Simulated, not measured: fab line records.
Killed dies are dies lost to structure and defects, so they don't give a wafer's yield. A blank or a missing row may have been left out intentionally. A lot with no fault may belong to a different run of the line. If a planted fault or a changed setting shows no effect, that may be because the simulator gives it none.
Which tool is to blame?	flow nand harc	24 lots, 72 wafers sampled, at 6 steps of a route of 1159

## WHAT EACH GAUGE READ, for each wafer
The record lacks any reading of a measuring or inspecting step that a usual standard deviation could be used to judge.

## WHICH TOOL RAN EACH LOT (tool, then ch and the chambers of the sampled wafers, then the start)
lot	NHARC_A_STAIRCASE_CMP_450	NHARC_A_STAIRCASE_CMP_472	NHARC_A_SLIT_ETCH_26	NHARC_A_SLIT_STRIP_18	NHARC_A_WL_FILL_CVD_03	NHARC_A_WL_FILL_CMP_12
L075	cmp-02 ch 2,3, day 13 19:58	cmp-02 ch 1,2, day 13 21:52	har etch-02 ch 0,1, day 14 12:12	rie diel-04 ch 1,2,3, day 15 01:55 or earlier	cvd w-01 ch 0,1, day 15 01:55	cmp-03 ch 1,3, day 16 02:58
L074	cmp-02 ch 1,2,3, day 13 20:53	cmp-01 ch 0,2,3, day 13 22:41	har etch-02 ch 0,1, day 14 13:55	rie diel-04 ch 0,1,2, day 15 00:05 or earlier	cvd w-02 ch 0,1, day 15 00:05	cmp-04 ch 0,1,2, day 16 04:56
L076	cmp-01 ch 0,3, day 14 11:17	cmp-01 ch 2,3, day 14 12:48	har etch-01 ch 0,1, day 15 04:14	rie diel-02 ch 0,1,3, day 15 16:46 or earlier	cvd w-02 ch 1, day 15 16:46	cmp-03 ch 0,3, day 16 22:10
L077	cmp-02 ch 1,2,3, day 14 11:26	cmp-01 ch 0,2,3, day 14 13:01	har etch-02 ch 0,1, day 15 05:43	rie diel-07 ch 1,2,3, day 15 14:45 or earlier	cvd w-01 ch 0,1, day 15 14:45	cmp-03 ch 0,2, day 16 16:41
L078	cmp-01 ch 0,3, day 14 11:51	cmp-01 ch 0,3, day 14 13:28	har etch-02 ch 0,1, day 15 03:57	rie diel-04 ch 0,1, day 15 13:59 or earlier	cvd w-02 ch 0,1, day 15 13:59	cmp-02 ch 0,2,3, day 16 16:49
L080	cmp-01 ch 0,2, day 14 18:34	cmp-01 ch 0,3, day 14 20:09	har etch-02 ch 0,1, day 15 10:37	rie diel-02 ch 0,1,2, day 16 03:24 or earlier	cvd w-01 ch 0,1, day 16 03:24	cmp-03 ch 1,3, day 17 05:49
L079	cmp-02 ch 0,1,2, day 14 18:53	cmp-01 ch 0,1,2, day 14 20:22	har etch-01 ch 0,1, day 15 10:51	rie diel-07 ch 0,3, day 16 05:06 or earlier	cvd w-02 ch 0,1, day 16 05:06	cmp-03 ch 0,1,3, day 17 10:16
L083	cmp-01 ch 1,2,3, day 15 07:56	cmp-02 ch 0,1,3, day 15 09:36	har etch-01 ch 0,1, day 15 23:34	rie diel-07 ch 0,1, day 16 09:22 or earlier	cvd w-02 ch 0,1, day 16 09:22	cmp-03 ch 0,1, day 17 17:41
L082	cmp-02 ch 0,2,3, day 15 08:05	cmp-03 ch 0,1,2, day 15 09:39	har etch-02 ch 0,1, day 15 23:05	rie diel-02 ch 0,2, day 16 09:21 or earlier	cvd w-01 ch 0,1, day 16 09:21	cmp-03 ch 1,3, day 17 22:00
L081	cmp-01 ch 0,1, day 15 19:41	cmp-01 ch 1,3, day 15 21:08	har etch-02 ch 0,1, day 16 14:41	rie diel-07 ch 2,3, day 17 09:25 or earlier	cvd w-01 ch 0,1, day 17 09:25	cmp-02 ch 1,2,3, day 18 11:16
L084	cmp-03 ch 0,2, day 16 07:34	cmp-03 ch 0,3, day 16 09:00	har etch-01 ch 0,1, day 16 22:08	rie diel-07 ch 1,2, day 17 16:50 or earlier	cvd w-01 ch 1, day 17 16:50	cmp-02 ch 0,1, day 18 19:40
L085	cmp-01 ch 0,1,2, day 16 07:52	cmp-01 ch 2,3, day 16 09:28	har etch-02 ch 0,1, day 16 21:52	rie diel-02 ch 2,3, day 17 14:01 or earlier	cvd w-01 ch 0,1, day 17 14:01	cmp-04 ch 0,3, day 18 11:14
L087	cmp-03 ch 0,1,2, day 16 16:50	cmp-03 ch 0,1, day 16 18:39	har etch-02 ch 0,1, day 17 12:16	rie diel-04 ch 1,3, day 17 23:09 or earlier	cvd w-02 ch 0,1, day 17 23:09	cmp-03 ch 0,1,3, day 19 00:41
L086	cmp-02 ch 0,1,3, day 16 17:30	cmp-02 ch 1,2,3, day 16 18:58	har etch-01 ch 0,1, day 17 12:51	rie diel-02 ch 0,1,2, day 17 22:21 or earlier	cvd w-01 ch 0,1, day 17 22:21	cmp-02 ch 0,2,3, day 19 05:01
L088	cmp-03 ch 1,3, day 17 02:50	cmp-01 ch 1,2,3, day 17 04:19	har etch-02 ch 1, day 17 20:26	rie diel-02 ch 1,3, day 18 10:57 or earlier	cvd w-01 ch 0,1, day 18 10:57	cmp-03 ch 0,2, day 19 20:14
L089	cmp-03 ch 0,1,3, day 17 04:31	cmp-01 ch 2,3, day 17 05:56	har etch-01 ch 0,1, day 17 21:31	rie diel-04 ch 0,2,3, day 18 11:55 or earlier	cvd w-02 ch 0,1, day 18 11:55	cmp-03 ch 0,3, day 19 12:52
L090	cmp-03 ch 1,2,3, day 17 21:29	cmp-01 ch 1,3, day 17 23:02	har etch-01 ch 0,1, day 18 12:14	rie diel-02 ch 0,2,3, day 18 22:30 or earlier	cvd w-02 ch 0,1, day 18 22:30	cmp-04 ch 1,2,3, day 20 01:18
L093	cmp-03 ch 0,2,3, day 17 21:46	cmp-03 ch 0,1,2, day 17 23:14	har etch-01 ch 0,1, day 18 15:32	rie diel-07 ch 1,2,3, day 19 04:16 or earlier	cvd w-01 ch 0,1, day 19 04:16	cmp-03 ch 0,1,3, day 20 06:50
L092	cmp-01 ch 0,2,3, day 17 22:00	cmp-01 ch 0,2,3, day 17 23:32	har etch-02 ch 0,1, day 18 16:18	rie diel-04 ch 0,2,3, day 19 05:11 or earlier	cvd w-02 ch 0, day 19 05:11	cmp-04 ch 0,2,3, day 20 11:10
L091	cmp-03 ch 0,2, day 17 23:26	cmp-01 ch 1,2,3, day 18 00:58	har etch-01 ch 0,1, day 18 13:54	rie diel-07 ch 0,1,2, day 19 00:52 or earlier	cvd w-02 ch 0, day 19 00:52	cmp-04 ch 0,3, day 20 01:32
L094	cmp-03 ch 1,2,3, day 18 08:46	cmp-03 ch 1,2,3, day 18 10:26	har etch-01 ch 0,1, day 18 23:52	rie diel-07 ch 1,2,3, day 19 14:14 or earlier	cvd w-01 ch 0,1, day 19 14:14	cmp-03 ch 0,2, day 20 15:29
L095	cmp-02 ch 0,1,2, day 18 09:13	cmp-01 ch 0,2,3, day 18 11:02	har etch-02 ch 0,1, day 19 00:29	rie diel-04 ch 1,2,3, day 19 17:04 or earlier	cvd w-01 ch 0,1, day 19 17:04	cmp-03 ch 0,2,3, day 20 14:36
L097	cmp-01 ch 0,2,3, day 19 03:59	cmp-01 ch 0,1, day 19 05:26	har etch-01 ch 0,1, day 19 20:29	rie diel-07 ch 0,3, day 20 06:44 or earlier	cvd w-01 ch 0,1, day 20 06:44	cmp-03 ch 1,2,3, day 21 08:11
L096	cmp-01 ch 0,3, day 19 14:01	cmp-02 ch 0,1, day 19 15:36	har etch-02 ch 0, day 20 06:32	rie diel-02 ch 0,2, day 20 16:25 or earlier	cvd w-02 ch 0,1, day 20 16:25	cmp-02 ch 2,3, day 21 17:25
- NHARC_A_STAIRCASE_CMP_450: polishes SiO2, target thk 200 nm.
- NHARC_A_STAIRCASE_CMP_472: polishes SiO2.
- NHARC_A_SLIT_ETCH_26: etches the open film in C4F8/O2/Ar, time 90 s, target depth 400 nm.
- NHARC_A_SLIT_STRIP_18: strips in O2.
- NHARC_A_WL_FILL_CVD_03: deposits W, target thk 40 nm, time 3302 s.
- NHARC_A_WL_FILL_CMP_12: polishes, t overpolish 30 s, target thk 75 nm.

## AS READ BY THE TOOLS THEMSELVES (means over the sampled wafers that have a number; for cases with no such wafer, the mark the record gives instead)
NHARC_A_STAIRCASE_CMP_450. Usual: motor current A 11.7 A, standard deviation 1.2.
lot	tool	motor current A (A)	flag
L075	cmp-02	10.2	
L074	cmp-02	11.4	
L076	cmp-01	11.4	
L077	cmp-02	11.5	
L078	cmp-01	11.7	
L080	cmp-01	11.3	
L079	cmp-02	11.9	
L083	cmp-01	11.7	
L082	cmp-02	10.9	
L081	cmp-01	11.0	
L084	cmp-03	13.3	
L085	cmp-01	11.2	
L087	cmp-03	12.8	
L086	cmp-02	11.2	
L088	cmp-03	11.3	
L089	cmp-03	12.0	
L090	cmp-03	11.1	
L093	cmp-03	12.0	
L092	cmp-01	11.3	
L091	cmp-03	13.2	
L094	cmp-03	11.5	
L095	cmp-02	11.7	
L097	cmp-01	12.0	
L096	cmp-01	11.9	

NHARC_A_STAIRCASE_CMP_472. Usual: motor current A 11.8 A, standard deviation 1.1.
lot	tool	motor current A (A)	flag
L075	cmp-02	12.5	
L074	cmp-01	11.9	
L076	cmp-01	12.4	
L077	cmp-01	11.6	
L078	cmp-01	12.4	
L080	cmp-01	12.1	
L079	cmp-01	11.5	
L083	cmp-02	11.6	
L082	cmp-03	13.1	
L081	cmp-01	12.2	
L084	cmp-03	11.4	
L085	cmp-01	12.2	
L087	cmp-03	13.7	
L086	cmp-02	11.5	
L088	cmp-01	12.2	
L089	cmp-01	11.8	
L090	cmp-01	12.6	
L093	cmp-03	12.9	
L092	cmp-01	11.8	
L091	cmp-01	12.2	
L094	cmp-03	11.3	
L095	cmp-01	11.7	
L097	cmp-01	10.7	
L096	cmp-02	12.3	

NHARC_A_SLIT_ETCH_26. Usual: chamber pressure mTorr 24.999 mTorr, standard deviation 0.024; drypump motor current A 5.7 A, standard deviation 0.31; o2 flow sccm 83.29 sccm, standard deviation 0.24; showerhead plenum p Torr 3.76 Torr, standard deviation 0.053; throttle valve pct 27.619 %, standard deviation 0.0084.
lot	tool	chamber pressure mTorr (mTorr)	drypump motor current A (A)	o2 flow sccm (sccm)	showerhead plenum p Torr (Torr)	throttle valve pct (%)	flag
L075	har etch-02	25.002	5.7	83.00	3.72	27.622	
L074	har etch-02	25.036	5.7	83.43	3.72	27.611	
L076	har etch-01	24.999	5.8	83.10	3.83	27.625	
L077	har etch-02	24.990	5.6	83.26	3.72	27.624	
L078	har etch-02	24.989	5.6	83.23	3.72	27.623	
L080	har etch-02	24.999	5.6	83.25	3.72	27.611	
L079	har etch-01	25.024	5.8	83.36	3.83	27.618	
L083	har etch-01	24.999	5.6	83.32	3.82	27.611	
L082	har etch-02	24.991	5.7	83.18	3.71	27.615	
L081	har etch-02	24.993	5.6	83.41	3.71	27.623	
L084	har etch-01	24.993	5.8	83.22	3.82	27.623	
L085	har etch-02	24.995	5.7	83.28	3.70	27.620	
L087	har etch-02	25.001	5.7	83.24	3.70	27.612	
L086	har etch-01	24.972	5.8	83.46	3.81	27.615	
L088	har etch-02	24.979	5.8	83.15	3.70	27.616	
L089	har etch-01	24.994	5.5	83.01	3.81	27.622	
L090	har etch-01	25.019	5.5	83.24	3.81	27.623	
L093	har etch-01	25.026	5.8	83.18	3.81	27.622	
L092	har etch-02	24.986	5.6	83.40	3.70	27.618	
L091	har etch-01	25.006	5.8	83.09	3.81	27.620	
L094	har etch-01	25.021	5.5	83.30	3.81	27.615	
L095	har etch-02	25.004	5.6	83.30	3.70	27.625	
L097	har etch-01	25.003	5.8	83.32	3.80	27.622	
L096	har etch-02	24.977	5.5	83.51	3.69	27.610	

NHARC_A_SLIT_STRIP_18. Usual: chamber pressure mTorr is 60.00 mTorr with standard deviation 0.054, drypump motor current A is 5.6 A with standard deviation 0.4, o2 flow sccm is 500.3 sccm with standard deviation 1.5, oes product au is 1.004 a.u. with standard deviation 0.01, rf vpp V is 57.9 V with standard deviation 0.92, showerhead plenum p Torr is 3.62 Torr with standard deviation 0.13, and throttle valve pct is 17.036 % with standard deviation 0.0092.
lot	tool	chamber pressure mTorr (mTorr)	drypump motor current A (A)	o2 flow sccm (sccm)	oes product au (a.u.)	rf vpp V (V)	showerhead plenum p Torr (Torr)	throttle valve pct (%)	flag
L075	rie diel-04	59.97	6.0	499.7	1.004	57.6	3.68	17.035	
L074	rie diel-04	59.93	5.7	498.7	0.999	57.7	3.69	17.034	
L076	rie diel-02	60.04	5.8	501.6	1.004	58.8	3.67	17.040	
L077	rie diel-07	60.02	5.4	501.8	1.014	58.9	3.56	17.039	
L078	rie diel-04	59.98	5.7	500.2	1.007	58.0	3.74	17.028	
L080	rie diel-02	60.00	5.8	500.8	1.009	58.1	3.63	17.038	
L079	rie diel-07	60.03	5.2	499.2	0.998	58.6	3.50	17.031	
L083	rie diel-07	60.02	5.1	500.0	0.998	57.5	3.63	17.036	
L082	rie diel-02	59.97	6.1	501.9	1.007	57.6	3.55	17.034	
L081	rie diel-07	60.01	5.6	499.0	1.012	57.5	3.55	17.036	
L084	rie diel-07	59.97	5.4	497.9	1.010	57.5	3.69	17.043	
L085	rie diel-02	59.97	5.5	501.0	1.003	57.9	3.62	17.035	
L087	rie diel-04	60.00	6.3	499.7	0.996	57.7	3.71	17.033	
L086	rie diel-02	60.00	5.9	500.2	1.011	58.2	3.63	17.038	
L088	rie diel-02	59.94	5.5	498.5	1.006	58.1	3.70	17.037	
L089	rie diel-04	60.03	5.8	501.4	0.999	57.4	3.66	17.026	
L090	rie diel-02	60.00	5.8	499.6	1.003	57.6	3.58	17.033	
L093	rie diel-07	60.04	5.4	500.4	1.010	56.9	3.56	17.039	
L092	rie diel-04	60.03	5.8	501.3	1.004	57.8	3.66	17.040	
L091	rie diel-07	60.00	5.4	499.1	1.009	57.7	3.65	17.032	
L094	rie diel-07	60.01	5.4	500.7	1.003	57.6	3.56	17.047	
L095	rie diel-04	60.00	6.0	501.3	1.004	57.9	3.67	17.038	
L097	rie diel-07	60.05	5.2	501.3	0.994	58.1	3.49	17.034	
L096	rie diel-02	59.99	6.1	499.9	1.004	57.6	3.55	17.036	

NHARC_A_WL_FILL_CVD_03. Usual: heater power outer w 235 W, standard deviation 17; heater power w 419 W, standard deviation 43; throttle valve pct 7.86 %, standard deviation 0.2.
lot	tool	heater power outer w (W)	heater power w (W)	throttle valve pct (%)	flag
L075	cvd w-01	234	413	7.65	
L074	cvd w-02	226	388	7.80	
L076	cvd w-02	244	444	7.96	
L077	cvd w-01	244	446	8.11	
L078	cvd w-02	230	393	7.72	
L080	cvd w-01	239	425	7.69	
L079	cvd w-02	237	415	7.75	
L083	cvd w-02	237	422	7.86	
L082	cvd w-01	236	421	8.00	
L081	cvd w-01	236	426	8.06	
L084	cvd w-01	256	470	8.00	
L085	cvd w-01	240	424	7.75	
L087	cvd w-02	222	388	7.89	
L086	cvd w-01	245	453	8.05	
L088	cvd w-01	245	446	8.04	
L089	cvd w-02	232	409	7.79	
L090	cvd w-02	222	392	7.70	
L093	cvd w-01	246	447	8.00	
L092	cvd w-02	211	363	7.62	
L091	cvd w-02	207	362	7.84	
L094	cvd w-01	250	450	8.11	
L095	cvd w-01	247	457	7.99	
L097	cvd w-01	236	424	7.75	
L096	cvd w-02	230	410	7.91	

NHARC_A_WL_FILL_CMP_12. Usual: motor current A 11.9 A, standard deviation 1.3; overpolish run s 30.002 s, standard deviation 0.0084; time to endpoint s 15.3 s, standard deviation 2.5.
lot	tool	motor current A (A)	overpolish run s (s)	time to endpoint s (s)	flag
L075	cmp-03	11.2	29.999	15.3	
L074	cmp-04	11.7	30.011	18.2	
L076	cmp-03	11.9	30.001	13.8	
L077	cmp-03	14.1	30.001	12.8	
L078	cmp-02	11.2	30.009	16.7	
L080	cmp-03	10.8	29.999	13.1	
L079	cmp-03	12.2	30.000	13.6	
L083	cmp-03	13.0	30.004	12.2	
L082	cmp-03	11.4	30.003	15.7	
L081	cmp-02	11.4	30.002	15.2	
L084	cmp-02	12.1	29.998	20.0	
L085	cmp-04	11.2	30.002	15.8	
L087	cmp-03	11.9	30.001	15.7	
L086	cmp-02	10.4	30.002	16.8	
L088	cmp-03	13.8	29.990	16.6	
L089	cmp-03	11.6	30.005	14.0	
L090	cmp-04	12.3	30.000	15.7	
L093	cmp-03	11.9	30.006	13.8	
L092	cmp-04	11.5	30.008	14.2	
L091	cmp-04	11.4	29.993	17.1	
L094	cmp-03	12.8	29.995	14.8	
L095	cmp-03	12.1	29.998	13.0	
L097	cmp-03	11.7	29.997	16.3	
L096	cmp-02	10.2	29.994	14.6	

## THE ANSWER, worked out from the rows above alone
Rule: lot off if the mean of its wafers having a number is beyond 3 standard deviations from the usual mean. Also off: a lot with no number at a reading for which 4 or more lots have one. All remaining lots with rows at the step are treated as sound. Order of review: gauges by route order, followed by the tools' own readings, for which a lot's mean as printed above is used. The first step at which some lot is off is used, and at that step the reading that is off furthest; a lot without a number counts as furthest.
No lot is off on any of the readings shown, so nothing can be concluded from this.

## WHAT HAD BEEN PUT IN BY THE SIMULATOR
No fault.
